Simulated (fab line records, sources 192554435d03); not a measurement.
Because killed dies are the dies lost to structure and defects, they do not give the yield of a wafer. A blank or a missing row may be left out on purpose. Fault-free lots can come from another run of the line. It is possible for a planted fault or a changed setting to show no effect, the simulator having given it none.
The same fault as seen by 2 desks + flow n5Finfet + every desk sees just its own numbers, and what lay behind them comes last

== METROLOGY DESK ==
Lot by lot, what the gauges showed, no matter which tool ran the lot: averages of those sampled wafers that carry a number. Any lot whose mean is over 4 standard deviations away from the usual mean is out of limits and marked OUT; that distance is given in the brackets. Of its 20 readings 7 are shown: the one that was out of limits first, and those that lie furthest out on some lot.
Columns: A = IOFF_N at N5_BEOL_M4_RC_MEAS_101, usual 0.18 nA/um; B = IOFF_N_85C at N5_BEOL_M4_RC_MEAS_101, usual 3.5 nA/um; C = IOFF_N_LIN at N5_BEOL_M4_RC_MEAS_101, usual 0.080 nA/um; D = IOFF_N_LONG at N5_BEOL_M4_RC_MEAS_101, usual 5.53e-05 nA/um; E = VT_N at N5_BEOL_M4_RC_MEAS_101, usual 249 mV; F = VT_N_LONG at N5_BEOL_M4_RC_MEAS_101, usual 275.3 mV; G = VT_N_LVT at N5_BEOL_M4_RC_MEAS_101, usual 98 mV
| lot  | first seen here | A              | B              | C               | D                  | E              | F               | G             |
|------|-----------------|----------------|----------------|-----------------|--------------------|----------------|-----------------|---------------|
| L939 | day 7 17:21     | 0.19           | 3.6            | 0.079           | 5.59e-05           | 248            | 275.2           | 98            |
| L942 | day 8 13:19     | 0.17           | 3.3            | 0.077           | 5.21e-05           | 250            | 277.5           | 99            |
| L952 | day 11 07:12    | 0.65 (+11) OUT | 9.4 (+8.8) OUT | 0.280 (+13) OUT | 1.47e-04 (+44) OUT | 230 (-5.4) OUT | 254.8 (-11) OUT | 76 (-6.2) OUT |
| L954 | day 11 08:13    | 0.72 (+13) OUT | 10.3 (+10) OUT | 0.304 (+15) OUT | 1.46e-04 (+43) OUT | 229 (-5.8) OUT | 255.7 (-10) OUT | 78 (-5.5) OUT |
| L955 | day 11 13:32    | 0.13           | 2.6            | 0.062           | 5.36e-05           | 254            | 277.0           | 102           |
| L957 | day 12 09:40    | 0.20           | 3.8            | 0.086           | 5.68e-05           | 247            | 275.7           | 98            |
| L960 | day 13 06:29    | 0.20           | 3.8            | 0.087           | 5.63e-05           | 246            | 274.5           | 94            |
| L962 | day 13 19:04    | 0.17           | 3.3            | 0.077           | 5.56e-05           | 249            | 273.9           | 99            |
Per this desk, out of limits: L952, L954; the first was L952, day 11 07:12 (IOFF_N at N5_BEOL_M4_RC_MEAS_101). L939, L942, L955, L957, L960, L962 stayed within limits.

== FOR THE TOOL OWNER'S DESK: aldMetal-02 ==
The tool's own readings at N5_HKMG_FIN_ALD_91 (deposits TiN, target thk 1 nm, pulse time 1 s, purge time 3 s): means of the sampled wafers that have a number, for each lot that ran on this tool. Any lot whose mean is over 4 standard deviations away from the usual mean is out of limits and marked OUT; that distance is given in the brackets.
Columns: A = heaterPowerW at N5_HKMG_FIN_ALD_91, usual 885 W; B = precursorPulseHeightRel at N5_HKMG_FIN_ALD_91, usual 1.000
| lot  | first seen here | A   | B     |
|------|-----------------|-----|-------|
| L952 | day 7 10:21     | 856 | 0.988 |
| L954 | day 7 22:08     | 808 | 1.012 |
Finding of this desk: none of the 2 lots has anything out of limits.

== ALL TOGETHER ==
Metrology desk: alarm possible at day 11 07:12 on L952, L954.
Nothing out of limits was seen by the tool owner's desk.
The tool owner's desk has L952, L954 on record, within its limits.
The lots listed all ran N5_HKMG_FIN_ALD_91 on aldMetal-02.

== WHAT THE SIMULATOR HAD INSERTED ==
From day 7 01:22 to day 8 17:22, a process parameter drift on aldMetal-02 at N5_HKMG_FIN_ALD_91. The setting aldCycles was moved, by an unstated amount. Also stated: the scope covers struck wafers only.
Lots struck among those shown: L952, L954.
Hours from the fault's start to each desk's first reading out of limits: the metrology desk, 102.
